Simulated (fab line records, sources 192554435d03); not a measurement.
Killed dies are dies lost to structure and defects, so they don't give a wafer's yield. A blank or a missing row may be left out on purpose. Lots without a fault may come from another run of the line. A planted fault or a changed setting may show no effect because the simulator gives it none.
fab line records | flow n5_finfet
record lots=9 wafers=27 last_day=20
route steps=1938 shown SD_EPI_P@311 ILD0@340 SDB@347 BEOL_M4@1111 PASSIVATION@1936
lots that met no fault: from a run of the same line without faults
start_h: hours from the record's first day to the start of the lot's first wafer shown | wait_h: hours since the lot's step before | " the same as in the row above | L1.1+2: a row that stands for several wafers | - no value, or no start given | * or withheld: withheld | < > ~ a bound
route shown NAME@n: a module of which the file shows steps, and the number in the route of the first | usual: mean/standard deviation of fault-free wafers | same: alike in all rows | chamber/n: place in a boat | sites: the reading at each site | _std_site: their standard deviation | _edge_site: outer sites' mean less inner sites' | radius_mm: how far each site lies from the wafer's centre | mask NAME#n: copy n | behind: the tool/chamber that last shaped the wafer | hold: why the lot was held/for how many hours/how that ended | device: the transistor (n, p or np) that didn't switch | end of line: the same wafers' tests at the end of the route | a step without rows: its recipe alone | killed: dies lost to structure and defects at the first sort, not the wafer's yield | map: a wafer's dies, x killed, . not, _ none there
set.NAME: the setting as run; set.NAME@STEP: as run at that earlier step | model.NAME: the simulator's own value behind a step, which no gauge read
steps of the route over a sample of lots; a table a step, a row a wafer
services: from which hour (start_h, from the record's first day; less than 0 if before it) a tool's chamber was out of use, for how many hours, and why
## steps
# step N5_SD_EPI_P_ETCH_47
# recipe chemistry=CH3F/O2 target=SiOCN target_depth_a=250 mask_material=SOC ion_energy_ev=60 bias_w=29 pressure_mtorr=30 source_w=410 Ar_flow_sccm=150 CH3F_flow_sccm=30 O2_flow_sccm=20
# usual drypump_motor_current_A=5.7/0.43 oes_o_777_au=0.81/0.097 oes_product_au=0.80/0.1 rf_vpp_V=126.8/1.3 showerhead_plenum_p_Torr=1.99/0.071 throttle_valve_pct=16.36/0.22
# columns lot.wafer tool chamber start_h wait_h drypump_motor_current_A oes_o_777_au oes_product_au rf_hours_counter_h rf_vpp_V showerhead_plenum_p_Torr throttle_valve_pct
L641.2 rie_diel-06 0 73.48 0.1 5.2 0.69 0.68 238 126.2 1.98 16.49
L641.5 " 0 " " 5.2 0.69 0.68 - 126.2 1.98 16.50
L641.6 " 3 " " 5.5 0.72 0.71 - 126.2 2.00 16.61
L642.1 rie_diel-03 1 79.77 0.1 6.0 0.74 0.73 193 127.0 2.07 16.40
L642.4 " 3 " " 5.5 0.68 0.67 240 126.7 1.88 16.46
L642.6 " 2 " " 5.3 0.73 0.72 - 128.3 1.90 16.49
L646.2 rie_diel-03 2 104.02 0.1 5.3 0.72 0.71 214 127.4 1.89 16.50
L646.3 " 3 " " 5.5 0.67 0.66 249 126.8 1.88 16.49
L646.5 " 0 " " 4.8 0.87 0.88 - 127.8 1.97 16.07
L648.2 rie_diel-02 3 114.95 0.1 5.8 0.82 0.82 71 127.5 1.94 16.59
L648.4 " 2 " " 6.0 0.77 0.76 - 127.4 2.09 16.38
L648.5 " 3 " " 5.8 0.82 0.81 - 126.1 1.94 16.60
L649.2 rie_diel-02 1 119.71 0.1 6.3 0.95 0.94 6 127.1 2.05 16.04
L649.3 " 2 " " 6.0 0.77 0.76 146 127.7 2.09 16.39
L649.4 " 0 " " 5.6 1.01 1.00 1 127.1 1.97 16.11
L654.2 rie_diel-03 1 150.09 0.1 6.0 0.73 0.73 211 128.1 2.07 16.45
L654.3 " 3 " " 5.5 0.95 0.95 6 128.3 2.13 16.04
L654.6 " 3 " " 5.5 0.95 0.95 - 128.7 2.13 16.03
L659.4 rie_diel-02 0 186.45 0.1 5.6 0.94 0.92 20 125.5 1.97 16.16
L659.5 " 3 " " 5.8 0.80 0.79 - 126.6 1.94 16.62
L659.6 " 2 " " 6.0 0.75 0.73 - 127.8 2.08 16.43
L660.2 rie_diel-02 1 190.03 0.1 6.3 0.90 0.90 27 127.5 2.05 16.07
L660.3 " 3 " " 5.8 0.80 0.79 91 126.7 1.94 16.64
L660.6 " 1 " " 6.3 0.89 0.88 - 126.5 2.05 16.07
L661.1 rie_diel-02 2 191.39 0.1 6.0 0.75 0.74 167 127.2 2.08 16.45
L661.2 " 0 " " 5.6 0.93 0.93 21 124.6 1.97 16.15
L661.5 " 0 " " 5.6 0.94 0.93 - 124.4 1.97 16.17
# step N5_SD_EPI_P_ETCH_16
# recipe chemistry=CHF3/O2 target=SiO2 target_depth_a=50 mask_material=SOC pressure_mtorr=30 source_w=650 bias_w=170 Ar_flow_sccm=200 CHF3_flow_sccm=50 O2_flow_sccm=5 ion_energy_ev=200
# usual drypump_motor_current_A=5.7/0.43 oes_o_777_au=0.81/0.097 oes_product_au=0.80/0.1 rf_vpp_V=522/3.8 showerhead_plenum_p_Torr=2.40/0.082 throttle_valve_pct=18.95/0.21
# columns lot.wafer tool chamber start_h wait_h drypump_motor_current_A oes_o_777_au oes_product_au rf_hours_counter_h rf_vpp_V showerhead_plenum_p_Torr throttle_valve_pct
L641.2 rie_diel-06 0 73.58 0.1 5.2 0.69 0.68 238 516 2.38 19.06
L641.5 " 0 " " 5.2 0.69 0.68 - 518 2.39 19.04
L641.6 " 3 " " 5.5 0.71 0.72 - 523 2.41 19.18
L642.1 rie_diel-03 1 79.87 0.1 6.0 0.74 0.74 193 530 2.49 18.98
L642.4 " 3 " " 5.5 0.67 0.67 240 520 2.28 19.05
L642.6 " 2 " " 5.3 0.73 0.73 - 523 2.29 19.05
L646.2 rie_diel-03 2 104.12 0.1 5.3 0.73 0.72 214 523 2.29 19.05
L646.3 " 3 " " 5.5 0.67 0.67 249 523 2.27 19.03
L646.5 " 0 " " 4.8 0.88 0.88 - 524 2.38 18.68
L648.2 rie_diel-02 3 115.05 0.1 5.8 0.82 0.82 71 517 2.34 19.21
L648.4 " 2 " " 6.0 0.77 0.76 - 526 2.52 18.96
L648.5 " 3 " " 5.8 0.81 0.81 - 517 2.34 19.20
L649.2 rie_diel-02 1 119.81 0.1 6.3 0.95 0.94 6 520 2.47 18.64
L649.3 " 2 " " 6.0 0.77 0.74 146 527 2.51 18.96
L649.4 " 0 " " 5.6 1.00 1.00 1 519 2.38 18.74
L654.2 rie_diel-03 1 150.19 0.1 6.0 0.73 0.72 211 530 2.49 19.00
L654.3 " 3 " " 5.5 0.94 0.96 6 531 2.56 18.67
L654.6 " 3 " " 5.5 0.94 0.95 - 531 2.56 18.66
L659.4 rie_diel-02 0 186.55 0.1 5.6 0.93 0.93 20 517 2.37 18.78
L659.5 " 3 " " 5.8 0.80 0.79 - 516 2.34 19.22
L659.6 " 2 " " 6.0 0.75 0.74 - 526 2.51 19.00
L660.2 rie_diel-02 1 190.13 0.1 6.3 0.90 0.89 27 520 2.46 18.70
L660.3 " 3 " " 5.8 0.80 0.79 91 517 2.34 19.25
L660.6 " 1 " " 6.3 0.89 0.89 - 521 2.46 18.68
L661.1 rie_diel-02 2 191.49 0.1 6.0 0.75 0.74 167 524 2.51 19.00
L661.2 " 0 " " 5.6 0.93 0.93 21 518 2.37 18.78
L661.5 " 0 " " 5.7 0.92 0.92 - 519 2.37 18.78
# step N5_ILD0_CMP_07
# recipe stop_on=poly-Si material=SiO2_flowable t_overpolish_s=1.18 post_cmp_clean=alkaline_brush down_force_psi=4.1491 platen_rpm=51.796 pad_velocity_m_s=1.0306 target_thk_nm=138.88
# usual motor_current_A=11.6/1.4 platen_rpm=51.79/0.031
# columns lot.wafer tool chamber start_h wait_h motor_current_A platen_rpm
L641.2 cmp-04 2 81.11 0.1 11.9 51.80
L641.6 " 0 " " 13.2 51.80
L641.5 " 1 " " 10.0 51.80
L642.4 cmp-04 1 86.77 0.0 11.0 51.84
L642.1 " 3 " " 13.1 51.76
L642.6 " 2 " " 12.1 51.79
L646.2 cmp-01 2 110.72 0.0 11.9 51.77
L646.3 " 0 " " 9.8 51.80
L646.5 " 3 " " 9.8 51.81
L648.2 cmp-02 2 121.66 0.0 11.6 51.77
L648.4 " 3 " " 10.8 51.74
L648.5 " 2 " " 11.1 51.74
L649.4 cmp-04 3 127.64 0.1 12.8 51.73
L649.3 " 0 " " 13.4 51.81
L649.2 " 1 " " 11.4 51.77
L654.2 cmp-02 2 156.88 0.1 11.6 51.79
L654.3 " 3 " " 10.7 51.85
L654.6 " 2 " " 11.8 51.80
L659.4 cmp-01 1 193.53 0.1 13.5 51.85
L659.6 " 2 " " 11.2 51.80
L659.5 " 3 " " 9.7 51.84
L660.2 cmp-04 3 205.38 0.1 12.9 51.80
L660.3 " 0 " " 13.6 51.83
L660.6 " 2 " " 11.9 51.81
L661.1 cmp-02 2 206.26 0.1 12.0 51.82
L661.2 " 0 " " 11.6 51.79
L661.5 " 1 " " 13.8 51.80
# step N5_SDB_HM_DEP_00
# recipe material=SiNx target_thk_a=400 temp_c=400 precursor=SiH4/NH3/N2 pressure_torr=1.5 rf_w=300 time_s=35.3
# usual heater_power_outer_w=456/72 heater_power_w=751/90 showerhead_plenum_p_Torr=5.14/0.093 throttle_valve_pct=40.3/2.2
# columns lot.wafer tool chamber start_h wait_h heater_power_outer_w heater_power_w showerhead_plenum_p_Torr throttle_valve_pct
L641.2 pecvd-01 0 84.60 0.0 486 768 5.18 37.7
L641.5 " 2 " " 446 721 5.22 40.2
L641.6 " 1 " " 575 908 5.26 44.2
L642.1 pecvd-03 1 90.34 0.0 422 714 5.03 39.8
L642.4 " 0 " " 376 649 5.02 39.5
L642.6 " 1 " " 416 708 5.04 39.9
L646.2 pecvd-02 0 114.29 0.0 377 679 5.05 42.0
L646.3 " 1 " " 502 725 5.25 43.4
L646.5 " 1 " " 481 725 5.25 43.2
L648.2 pecvd-03 2 125.37 0.0 355 641 5.07 38.5
L648.4 " 1 " " 487 813 5.04 39.7
L648.5 " 0 " " 408 689 5.02 39.4
L649.2 pecvd-02 0 131.24 0.0 366 682 5.03 41.8
L649.3 " 1 " " 457 667 5.25 43.1
L649.4 " 0 " " 381 654 5.05 42.1
L654.2 pecvd-02 2 160.42 0.0 546 876 5.21 38.1
L654.3 " 1 " " 478 706 5.24 43.1
L654.6 " 1 " " 485 720 5.25 43.3
L659.4 pecvd-03 2 197.02 0.1 329 597 5.08 38.7
L659.5 " 1 " " 443 758 5.03 39.8
L659.6 " 0 " " 386 646 5.02 39.4
L660.2 pecvd-01 1 208.88 0.0 485 796 5.23 43.9
L660.3 " 0 " " 469 761 5.20 38.1
L660.6 " 1 " " 493 821 5.25 44.2
L661.1 pecvd-03 2 209.79 0.0 327 630 5.07 38.9
L661.2 " 0 " " 363 627 5.02 39.5
L661.5 " 1 " " 494 809 5.03 39.8
# step N5_SDB_INSPECT_13
# recipe mode=adi inspect_instrument=brightfield
# usual raw_defect_count=72/28
# columns lot.wafer tool chamber start_h wait_h raw_defect_count
L641.2 defect_inspect-02 - 85.11 0.0 76
L641.5 " - " " 73
L641.6 " - " " 52
L642.1 defect_inspect-01 - 90.71 0.0 30
L642.4 " - " " 71
L642.6 " - " " 144
L646.2 defect_inspect-01 - 114.79 0.0 63
L646.3 " - " " 27
L646.5 " - " " 42
L648.2 defect_inspect-02 - 125.88 0.0 64
L648.4 " - " " 46
L648.5 " - " " 75
L649.2 defect_inspect-01 - 131.75 0.0 65
L649.3 " - " " 75
L649.4 " - " " 70
L654.2 defect_inspect-02 - 160.92 0.0 656
L654.3 " - " " 78
L654.6 " - " " 111
L659.4 defect_inspect-02 - 197.37 0.0 77
L659.5 " - " " 49
L659.6 " - " " 95
L660.2 defect_inspect-01 - 209.28 0.0 68
L660.3 " - " " 58
L660.6 " - " " 93
L661.1 defect_inspect-01 - 210.17 0.0 39
L661.2 " - " " 72
L661.5 " - " " 143
# step N5_BEOL_M4_RC_MEAS_101
# usual DIBL_N=36.6/1.3 DIBL_P=36.4/1.4 IOFF_N=0.167/0.023 IOFF_P=0.219/0.029 ION_N=678/8.7 ION_P=464/6.4 SS_N=71.5/0.53 SS_P=73.4/0.57 VT_N=248.5/2.8 VT_P=-249/3.1
# columns lot.wafer tool chamber start_h wait_h DIBL_N[mV/V] DIBL_P[mV/V] IOFF_N[nA/um] IOFF_P[nA/um] ION_N[uA/um] ION_P[uA/um] SS_N[mV/dec] SS_P[mV/dec] VT_N[mV] VT_P[mV]
L641.2 prober-02 0 193.25 0.2 35.6 34.5 0.152 0.219 676 470 71.3 73.5 247.8 -246
L641.5 " 0 " " 37.3 36.0 0.181 0.244 685 472 71.9 73.3 246.9 -247
L641.6 " 0 " " 36.9 36.0 0.180 0.244 679 468 71.7 73.9 249.0 -245
L642.1 prober-02 0 202.92 0.0 37.2 36.1 0.166 0.233 688 471 71.8 73.2 247.2 -245
L642.4 " 0 " " 37.2 35.8 0.158 0.233 691 470 71.2 73.9 246.0 -245
L642.6 " 0 " " 39.4 38.8 0.219 0.279 702 477 71.9 74.0 242.7 -246
L646.2 prober-02 0 254.80 0.2 35.0 34.1 0.133 0.192 666 462 70.6 72.9 252.4 -249
L646.3 " 0 " " 37.0 36.9 0.166 0.239 681 471 71.8 73.5 247.1 -247
L646.5 " 0 " " 37.8 37.1 0.169 0.238 669 459 71.9 73.4 250.5 -246
L649.2 prober-01 0 254.85 0.2 34.9 36.0 0.157 0.243 675 467 71.3 73.4 252.5 -242
L649.3 " 0 " " 34.1 34.6 0.154 0.216 678 468 71.1 72.9 248.4 -246
L649.4 " 0 " " 34.5 35.8 0.158 0.238 681 472 71.1 73.4 249.7 -247
L648.2 prober-01 0 283.34 0.2 34.9 34.7 0.144 0.182 674 460 71.2 72.9 250.8 -253
L648.4 " 0 " " 36.6 36.5 0.170 0.208 669 458 71.6 73.3 247.6 -249
L648.5 " 0 " " 34.6 34.2 0.131 0.178 665 461 70.7 72.7 249.1 -251
L654.2 prober-01 0 317.16 0.2 36.7 35.2 0.151 0.167 675 448 72.3 73.0 250.5 -255
L654.3 " 0 " " 36.8 37.2 0.157 0.193 674 460 71.7 73.3 248.2 -254
L654.6 " 0 " " 35.3 35.2 0.133 0.169 665 453 71.6 72.5 251.8 -252
L661.1 prober-02 0 351.41 0.0 36.2 37.2 0.160 0.197 679 461 71.8 72.2 248.6 -252
L661.2 " 0 " " 36.1 36.6 0.153 0.182 676 457 71.3 72.6 251.2 -250
L661.5 " 0 " " 35.8 36.3 0.151 0.179 679 460 70.9 72.6 250.6 -252
L659.4 prober-01 0 351.61 0.5 37.1 39.1 0.171 0.247 674 463 72.1 73.3 249.8 -248
L659.5 " 0 " " 37.7 38.4 0.176 0.233 675 465 72.4 73.7 250.0 -248
L659.6 " 0 " " 36.9 38.3 0.168 0.222 678 466 71.7 73.8 252.3 -251
L660.2 prober-01 0 358.47 0.2 38.3 39.0 0.231 0.281 704 477 71.8 74.7 242.5 -245
L660.3 " 0 " " 37.2 36.4 0.193 0.235 689 468 71.3 74.4 245.3 -249
L660.6 " 0 " " 37.2 36.5 0.188 0.234 690 468 71.6 73.3 245.2 -250
# step N5_PASSIVATION_PROBE_49
# usual defect_limited_yield=91.6/1.6 killed_at_M0_to_M3=32/9.7 killed_at_M4_up=13/4.4 killed_at_contacts=12/6.5 killed_at_front_end=38/12 killed_at_other=3.7/3 killed_dies=99/18 killed_open=66/14 killed_short=32/7.5 sort_bin_5_function=4.9/1 sort_bin_6_memory=3.2/0.73 sort_n_pass=1081/18 sort_yield_pct=91.6/1.6
# same gross_dies=1180 killed_at_back_side=0 sort_bin_4_leakage[%]=0 sort_bin_8_speed[%]=0
# columns lot.wafer tool chamber start_h wait_h defect_limited_yield[%] killed_at_M0_to_M3 killed_at_M4_up killed_at_contacts killed_at_front_end killed_at_other killed_dies killed_open killed_short sort_bin_5_function[%] sort_bin_6_memory[%] sort_n_pass sort_yield_pct[%]
L654.2 prober-01 - 419.34 0.1 81.1 39 9 8 157 10 223 70 38 11.4 5.6 957 81.1
L654.3 prober-01 - 419.39 0.1 92.3 30 11 3 45 2 91 51 36 4.7 2.5 1089 92.3
L654.6 prober-01 - 419.54 0.3 91.6 40 12 8 37 2 99 70 29 5.5 2.7 1081 91.6
# killed by level:class
L654.2 SDB:unspecified=115 FIN_SAQP:geometric_particle:short=13 BEOL_M3:geometric_particle:open=11 FIN_SAQP:geometric_particle:open=9 MOL_CONTACT_COAG:geometric_particle:open=7 BEOL_M0_SAQP:geometric_particle:open=7 BEOL_M1:geometric_particle:open=7 PASS1_DEP:geometric_particle:short=6
L654.3 FIN_SAQP:geometric_particle:open=9 FIN_SAQP:geometric_particle:short=7 BEOL_M0_SAQP:geometric_particle:short=7 STI_FIN_REVEAL:geometric_particle:open=6 GATE_CUT:geometric_particle:short=6 BEOL_M3:geometric_particle:open=5 STARTING-WAFER:geometric_particle:short=5 BEOL_M0:geometric_particle:open=4
L654.6 FIN_SAQP:geometric_particle:short=9 STI_FIN_REVEAL:geometric_particle:open=9 BEOL_M3:geometric_particle:open=9 FIN_SAQP:geometric_particle:open=8 MOL_CONTACT_COAG:geometric_particle:open=8 BEOL_M2:geometric_particle:open=8 BEOL_M0_SAQP:geometric_particle:open=7 BEOL_M4:geometric_particle:open=5
## services
# columns tool chamber start_h hours kind
pecvd-03 2 51.03 6.6 repair
pecvd-02 - 57.39 1.4 repair
cmp-01 - 60.70 4.1 pm
cmp-02 - 84.72 3.1 pm
rie_diel-02 1 86.29 - clean
rie_diel-02 1 86.29 - consumable_replace:focus_ring
rie_diel-02 1 86.29 15.5 scheduled_down
rie_diel-03 1 92.93 14.9 repair
cmp-02 - 113.89 4.0 pm
cmp-04 - 113.89 0.6 repair
rie_diel-06 2 125.76 11.1 repair
cmp-04 - 131.11 6.7 pm
pecvd-02 - 139.06 14.6 pm
cmp-01 - 141.80 2.4 repair
rie_diel-03 1 145.19 1.6 repair
rie_diel-06 - 158.33 2.8 pm
pecvd-01 - 162.71 0.8 repair
rie_diel-06 2 163.27 9.2 repair
pecvd-01 0 165.33 2.4 repair
rie_diel-03 - 177.21 0.8 repair
pecvd-01 - 181.09 0.6 repair
cmp-04 - 182.94 5.0 pm
cmp-02 - 192.28 1.1 repair
pecvd-03 - 208.55 0.7 repair
## key
first_sign step=N5_SDB_INSPECT_13 reading=raw_defect_count direction=up sigmas=21 usual=72 struck=656
effect step=N5_PASSIVATION_PROBE_49 reading=killed_at_front_end direction=up sigmas=9.9 usual=38 struck=157
more_kills_born_at N5_SDB_HM_DEP_00@pecvd-02=115
met_at N5_SDB_HM_DEP_00
struck_lots L654
struck_wafers L654.2
not_acting_at N5_SD_EPI_P_ETCH_47,N5_SD_EPI_P_ETCH_16,N5_ILD0_CMP_07
fault kind=chamber_particle_source tool=pecvd-02 chamber=2 onset_h=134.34 steps=N5_SDB_HM_DEP_00 rate_per_visit_cm2=0.94057 end_h=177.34
